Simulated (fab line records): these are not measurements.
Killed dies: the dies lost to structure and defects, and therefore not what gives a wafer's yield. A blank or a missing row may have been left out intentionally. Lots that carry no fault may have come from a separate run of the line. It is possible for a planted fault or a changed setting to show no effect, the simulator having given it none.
fab line records    flow n5Finfet    part 2 of 2: steps 5 to 6 of 6
[record] lots = 21  wafers = 63  lastDay = 17
route steps=1938 shown BEOL_M8@1368 BEOL_M9@1443
lots untouched by any fault: they come from a run of this same line in which no faults occurred
startH: start of the lot's first displayed wafer, in hours after the record's first day    waitH: time in hours since the lot's previous step    " unchanged from the row above    L1.1+2: one row covering several wafers at once    - no value present, or no start provided    * or withheld: withheld    < > ~ a bound
route shown NAME@n: names a module that has steps shown in the file, with the first one's number in the route    usual: average and standard deviation across the fault-free wafers    same: alike in all rows    chamber/n: place in a boat    sites: readings site by site    _std_site: their standard deviation    _edge_site: the outer-site mean with the inner-site mean subtracted    radiusMm: for every site, how far away it sits from the centre of the wafer    mask NAME#n: copy n    behind: tool/chamber where the wafer was last shaped    hold: reason for holding the lot/hours on hold/outcome of the hold    device: the n, p or np transistor that did not switch    end of line: the route-end tests of the same wafers    a step given without rows: its recipe and nothing more    killed: at the first sort, the dies lost to defects and structure; wafer yield is something else    map: the dies of a wafer, with x for killed, . for not killed, _ for no die there
set.NAME: the setting the step ran with; set.NAME@STEP: the setting that earlier step ran with    model.NAME: the simulator's own value behind a step, which no gauge read
steps of the route over a sample of lots; a table a step, a row a wafer
services: when a tool's chamber went out of use (startH, in hours from the record's first day, below 0 if earlier), for how many hours, and the reason
[[steps]]
[step N5_BEOL_M9_VIA_ETCH_34]
[recipe] chemistry = C4F6/O2  target = SiCOH_lowk  targetDepthA = 1824  maskMaterial = SOC  taperDeg = 4  timeS = 68.4  ionEnergyEv = 250  pressureMtorr = 30  sourceW = 345  biasW = 185  Ar_flow_sccm = 300  C4F6_flow_sccm = 10  O2_flow_sccm = 10
[usual] chamberPressureMTorr = 29.999/0.024  drypumpMotorCurrentA = 5.93/0.26  oesProductAu = 0.77/0.075  rfVppV = 660/25  showerheadPlenumPTorr = 2.85/0.074  throttleValvePct = 20.83/0.23
lot.wafer  tool        chamber  startH  waitH  chamberPressureMTorr  drypumpMotorCurrentA  oesProductAu  rfHoursCounterH  rfVppV  showerheadPlenumPTorr  throttleValvePct
L074.3     rieDiel-06  1        200.91  0.0    29.995                6.50                  0.84          60               694     2.92                   20.74
L074.4     "           0        "       "      29.991                5.78                  0.72          178              667     2.93                   20.88
L074.5     "           2        "       "      29.988                6.04                  0.72          -                657     2.78                   20.76
L075.2     rieDiel-06  0        207.22  0.0    30.033                5.79                  0.71          181              667     2.93                   20.86
L075.4     "           2        "       "      30.001                6.07                  0.71          206              658     2.78                   20.77
L075.6     "           2        "       "      30.020                6.02                  0.71          -                657     2.78                   20.75
L078.1     rieDiel-06  1        219.80  0.0    29.976                6.50                  0.83          66               694     2.92                   20.75
L078.2     "           0        "       "      29.981                5.80                  0.71          184              667     2.93                   20.89
L078.6     "           3        "       "      29.938                5.79                  0.68          -                655     2.83                   21.27
L076.2     rieDiel-03  3        222.07  0.0    30.029                5.85                  0.70          237              676     2.89                   20.64
L076.5     "           0        "       "      29.992                5.76                  0.75          -                668     2.73                   21.01
L076.6     "           3        "       "      29.984                5.86                  0.69          -                677     2.89                   20.63
L080.1     rieDiel-02  1        229.58  0.0    29.976                5.98                  0.82          78               686     2.99                   20.67
L080.3     "           0        "       "      29.976                5.51                  0.88          33               685     2.78                   20.67
L080.5     "           2        "       "      30.027                5.95                  0.73          -                638     2.86                   20.79
L079.1     rieDiel-06  2        237.71  0.0    29.964                6.05                  0.71          215              657     2.78                   20.77
L079.4     "           3        "       "      29.947                5.77                  0.68          231              653     2.83                   21.29
L079.5     "           1        "       "      30.028                6.50                  0.83          -                693     2.91                   20.78
L082.1     rieDiel-02  1        255.79  0.0    29.973                5.97                  0.81          87               684     2.99                   20.68
L082.2     "           3        "       "      29.989                6.13                  0.87          33               619     2.80                   20.71
L082.6     "           1        "       "      30.008                5.98                  0.81          -                686     2.99                   20.66
L081.2     rieDiel-02  2        256.61  0.0    30.001                5.99                  0.72          191              637     2.85                   20.82
L081.4     "           3        "       "      29.996                6.13                  0.87          33               619     2.80                   20.70
L081.6     "           2        "       "      30.016                5.98                  0.72          -                638     2.85                   20.80
L083.3     rieDiel-06  1        260.11  0.0    30.044                6.51                  0.83          78               693     2.91                   20.78
L083.5     "           1        "       "      29.992                6.50                  0.83          -                693     2.91                   20.76
L083.6     "           0        "       "      29.998                5.80                  0.71          -                668     2.92                   20.87
L084.2     rieDiel-02  1        268.76  0.0    30.009                5.99                  0.80          91               685     2.98                   20.68
L084.3     "           3        "       "      29.982                6.15                  0.85          37               620     2.80                   20.71
L084.6     "           1        "       "      29.984                5.98                  0.81          -                686     2.98                   20.66
L085.1     rieDiel-02  3        272.55  0.0    30.014                6.13                  0.86          39               620     2.80                   20.72
L085.3     "           1        "       "      29.979                5.97                  0.81          92               685     2.98                   20.69
L085.6     "           3        "       "      29.956                6.15                  0.86          -                619     2.80                   20.72
L086.1     rieDiel-02  2        274.73  0.0    30.005                5.99                  0.72          197              638     2.85                   20.80
L086.2     "           1        "       "      29.990                6.01                  0.81          93               684     2.98                   20.68
L086.5     "           1        "       "      30.026                5.97                  0.80          -                684     2.98                   20.70
L087.1     rieDiel-03  0        284.14  0.0    30.011                5.72                  0.75          194              665     2.72                   21.03
L087.4     "           0        "       "      29.975                5.74                  0.74          -                667     2.72                   21.03
L087.6     "           2        "       "      29.966                6.03                  0.77          -                616     2.87                   20.99
L090.2     rieDiel-03  3        304.23  0.0    29.997                5.86                  0.93          5                645     2.88                   20.21
L090.5     "           3        "       "      30.019                5.84                  0.93          -                646     2.88                   20.19
L090.6     "           2        "       "      30.039                6.04                  0.76          -                615     2.87                   20.97
L091.4     rieDiel-02  1        305.03  0.0    29.981                5.99                  0.80          102              685     2.98                   20.70
L091.5     "           2        "       "      30.015                5.99                  0.71          -                637     2.85                   20.83
L091.6     "           1        "       "      29.998                5.96                  0.80          -                684     2.98                   20.68
L092.2     rieDiel-06  1        323.49  0.0    30.009                6.51                  0.80          98               692     2.90                   20.81
L092.3     "           2        "       "      30.011                6.03                  0.68          241              657     2.76                   20.82
L092.5     "           1        "       "      29.951                6.51                  0.80          -                694     2.90                   20.80
L093.3     rieDiel-06  2        324.28  0.0    29.976                6.02                  0.68          242              656     2.76                   20.82
L093.5     "           1        "       "      29.994                6.50                  0.80          -                694     2.90                   20.79
L093.6     "           0        "       "      29.988                5.80                  0.69          -                667     2.91                   20.93
L094.1     rieDiel-03  3        326.65  0.0    29.955                5.84                  0.92          11               644     2.87                   20.22
L094.3     "           0        "       "      30.014                5.72                  0.74          207              667     2.72                   21.06
L094.5     "           3        "       "      29.993                5.82                  0.91          -                645     2.87                   20.22
L095.3     rieDiel-03  0        343.46  0.0    30.004                5.75                  0.73          213              668     2.71                   21.04
L095.4     "           0        "       "      30.012                5.77                  0.73          -                665     2.71                   21.05
L095.5     "           2        "       "      30.014                6.03                  0.76          -                615     2.86                   21.00
L097.1     rieDiel-06  3        345.46  0.0    30.004                5.80                  0.96          6                653     2.82                   20.98
L097.2     "           0        "       "      30.008                5.80                  0.68          224              666     2.91                   20.92
L097.6     "           3        "       "      29.997                5.80                  0.96          -                654     2.82                   20.99
L096.3     rieDiel-02  1        345.54  0.0    30.000                5.96                  0.79          115              686     2.97                   20.71
L096.5     "           0        "       "      30.003                5.53                  0.83          -                683     2.76                   20.73
L096.6     "           3        "       "      29.979                6.14                  0.83          -                619     2.79                   20.76
[step N5_BEOL_M9_CMP_52]
[recipe] stopOn = SiCOH_lowk  tOverpolishS = 7  downForcePsi = 1  platenRpm = 50  clearingPlatenDownForcePsi = 1.5  clearingPlatenRpm = 50  postCmpClean = cuAlkaline  targetThkNm = 140  clearingPlatenPadVelocityMS = 0.99484  padVelocityMS = 0.99484
[usual] barrierFieldEndpointS = 29.3/1  clearingPlatenDownForcePsi = 1.4998/0.0029  clearingPlatenRpm = 49.999/0.028  edgeZonePressureFrac = 1.000/0.005  motorCurrentA = 6.2/0.4  overpolishRunS = 7.000/0.0098  slurryFilterDpKPa = 13.52/0.14  timeToEndpointS = 67/5
[same] tOverpolishS = 7
lot.wafer  tool    chamber  startH  waitH  barrierFieldEndpointS  clearingPlatenDownForcePsi  clearingPlatenRpm  edgeZonePressureFrac  motorCurrentA  overpolishRunS  slurryFilterDpKPa  timeToEndpointS
L074.3     cmp-02  3        203.60  0.2    28.2                   1.4999                      50.027             1.001                 6.1            7.007           13.75              64
L074.4     "       0        "       "      28.6                   1.4966                      49.985             0.995                 6.4            7.007           13.48              63
L074.5     "       1        "       "      29.6                   1.5062                      49.979             0.999                 6.4            6.992           13.50              72
L075.4     cmp-04  2        209.81  0.2    27.5                   1.4965                      49.998             0.998                 6.3            6.994           13.62              58
L075.2     "       3        "       "      29.4                   1.5030                      50.051             1.001                 5.8            6.997           13.57              66
L075.6     "       0        "       "      28.6                   1.5056                      49.978             1.001                 5.9            6.998           13.69              67
L078.2     cmp-02  0        222.31  0.2    28.0                   1.4983                      49.996             1.010                 6.3            6.997           13.22              66
L078.1     "       2        "       "      29.0                   1.4963                      49.966             1.003                 6.3            6.993           13.37              69
L078.6     "       0        "       "      28.9                   1.5016                      50.011             1.010                 6.0            7.006           13.56              64
L076.2     cmp-03  1        225.82  0.2    30.0                   1.4992                      49.991             1.014                 7.0            6.991           13.59              71
L076.6     "       0        "       "      29.9                   1.5050                      49.981             1.006                 6.2            6.998           13.70              73
L076.5     "       1        "       "      29.9                   1.5030                      49.961             1.002                 6.8            6.995           13.58              69
L080.1     cmp-04  1        232.93  0.5    31.7                   1.5006                      50.052             0.989                 6.2            7.011           13.42              82
L080.3     "       2        "       "      28.7                   1.4979                      50.027             1.002                 6.7            6.977           13.51              67
L080.5     "       1        "       "      31.7                   1.4980                      49.998             0.991                 6.4            6.995           13.47              81
L079.1     cmp-02  0        240.18  0.3    28.6                   1.4957                      49.995             1.006                 6.3            7.022           13.66              60
L079.4     "       1        "       "      29.9                   1.4999                      50.026             0.999                 6.3            6.990           13.35              72
L079.5     "       3        "       "      28.0                   1.4973                      50.024             1.005                 5.8            6.992           13.48              60
L082.2     cmp-04  3        258.28  0.2    29.2                   1.5048                      49.993             1.000                 5.9            6.992           13.03              65
L082.1     "       1        "       "      31.3                   1.4987                      49.977             1.009                 6.4            6.984           13.35              78
L082.6     "       2        "       "      29.0                   1.4988                      50.004             0.997                 6.5            7.014           13.42              63
L081.2     cmp-02  0        260.75  0.2    28.4                   1.5021                      50.016             1.002                 6.0            7.016           13.53              65
L081.4     "       2        "       "      30.2                   1.5007                      49.945             1.002                 6.3            7.000           13.68              69
L081.6     "       0        "       "      28.8                   1.4968                      49.988             0.995                 6.4            6.996           13.47              66
L083.3     cmp-04  2        262.80  0.3    28.3                   1.4975                      50.010             1.003                 6.5            7.008           13.65              66
L083.6     "       3        "       "      30.3                   1.4986                      50.007             1.002                 6.0            6.988           13.70              72
L083.5     "       0        "       "      28.5                   1.4975                      50.057             1.003                 6.0            6.997           13.68              68
L084.3     cmp-04  3        271.13  0.3    30.1                   1.5027                      49.975             1.005                 6.1            6.996           13.46              66
L084.2     "       1        "       "      31.8                   1.4989                      50.078             0.997                 6.2            7.011           13.56              75
L084.6     "       0        "       "      30.2                   1.4994                      50.027             0.998                 6.0            7.014           13.57              66
L085.1     cmp-02  2        275.76  0.3    30.5                   1.5004                      49.964             0.990                 6.0            6.986           13.47              69
L085.3     "       3        "       "      28.8                   1.4972                      50.010             0.990                 6.3            7.000           13.41              62
L085.6     "       0        "       "      29.8                   1.5004                      50.030             0.995                 6.4            7.002           13.48              64
L086.1     cmp-04  1        277.03  0.3    30.4                   1.4953                      49.994             1.002                 6.3            7.005           13.57              75
L086.2     "       2        "       "      28.6                   1.5028                      49.978             0.997                 6.5            6.999           13.42              62
L086.5     "       2        "       "      29.1                   1.5000                      49.982             1.008                 6.4            7.012           13.46              61
L087.4     cmp-02  1        286.46  0.1    29.9                   1.4931                      49.993             0.997                 6.7            7.003           13.43              74
L087.1     "       2        "       "      28.8                   1.4995                      49.949             0.988                 6.1            6.992           13.79              69
L087.6     "       1        "       "      29.7                   1.4984                      50.021             1.000                 6.6            6.995           13.43              70
L090.2     cmp-04  1        306.99  0.2    29.6                   1.5042                      49.996             1.002                 6.7            7.006           13.35              72
L090.5     "       1        "       "      29.9                   1.5049                      49.985             0.997                 6.4            7.005           13.59              72
L090.6     "       2        "       "      27.5                   1.5017                      49.975             0.997                 6.4            7.004           13.47              58
L091.4     cmp-03  1        307.73  0.2    29.6                   1.5003                      50.030             1.002                 7.2            6.982           13.63              65
L091.5     "       2        "       "      28.7                   1.4977                      49.956             1.003                 5.4            6.998           13.45              62
L091.6     "       3        "       "      29.9                   1.4989                      50.007             0.995                 5.9            7.000           13.75              65
L092.2     cmp-03  1        325.55  0.2    29.4                   1.4958                      50.018             1.009                 6.9            6.992           13.59              70
L092.3     "       3        "       "      29.3                   1.5037                      50.003             1.002                 6.0            6.993           13.31              68
L092.5     "       2        "       "      29.1                   1.4997                      49.996             1.002                 5.7            7.007           13.60              62
L093.3     cmp-04  2        326.96  0.2    26.9                   1.5015                      49.942             0.996                 6.4            6.983           13.51              55
L093.6     "       2        "       "      27.3                   1.4988                      50.002             1.002                 6.7            6.998           13.67              58
L093.5     "       3        "       "      28.4                   1.4955                      49.964             1.003                 5.8            7.014           13.52              65
L094.3     cmp-04  3        328.80  0.2    29.0                   1.5015                      50.005             1.000                 6.0            6.989           13.29              68
L094.1     "       2        "       "      27.7                   1.4961                      49.986             1.004                 6.7            6.995           13.68              62
L094.5     "       0        "       "      28.7                   1.5006                      50.008             1.007                 6.0            6.999           13.45              65
L095.3     cmp-04  1        345.92  0.2    29.3                   1.5035                      49.973             1.000                 6.4            6.987           13.49              71
L095.4     "       0        "       "      29.7                   1.4981                      49.987             0.995                 5.7            7.012           13.73              68
L095.5     "       1        "       "      31.2                   1.4971                      50.010             0.993                 6.4            6.996           13.42              71
L097.2     cmp-03  2        349.81  0.2    27.6                   1.5021                      49.973             1.007                 5.8            7.012           13.40              67
L097.1     "       0        "       "      29.0                   1.4943                      50.028             1.002                 6.5            7.005           13.31              72
L097.6     "       2        "       "      28.1                   1.4994                      49.974             0.998                 5.1            6.998           13.70              61
L096.3     cmp-02  1        350.47  0.2    29.6                   1.5009                      50.014             1.001                 6.5            7.017           13.43              71
L096.6     "       3        "       "      29.2                   1.5031                      49.974             1.005                 5.8            7.003           13.68              63
L096.5     "       0        "       "      28.9                   1.5058                      50.001             1.000                 6.3            6.997           13.71              65
[[services]]
tool           chamber  startH  hours  kind
cmp-03         -        173.25  0.5    repair
pvdSputter-02  -        177.09  4.0    repair
cmp-02         -        197.12  0.2    repair
cmp-04         -        205.68  3.3    repair
rieDiel-03     -        220.73  0.9    repair
rieDiel-02     3        229.20  1.3    repair
cmp-02         -        230.18  2.6    repair
cmp-04         -        231.46  1.4    repair
rieDiel-03     0        237.94  16.9   repair
rieDiel-04     -        240.99  2.6    repair
rieDiel-05     1        254.24  8.0    repair
rieDiel-01     0        269.87  1.4    repair
cmp-02         -        277.69  4.0    pm
rieDiel-05     -        282.41  10.9   repair
cmp-02         -        286.86  1.4    repair
cmp-04         -        293.85  7.3    pm
rieDiel-05     2        299.44  23.6   repair
cmp-04         -        306.09  0.8    repair
cmp-04         -        307.92  2.7    repair
rieDiel-05     1        319.97  6.9    repair
rieDiel-04     2        320.59  4.6    repair
cmp-02         -        329.99  1.7    repair
rieDiel-02     2        343.65  3.2    repair
rieDiel-01     1        350.04  2.2    repair
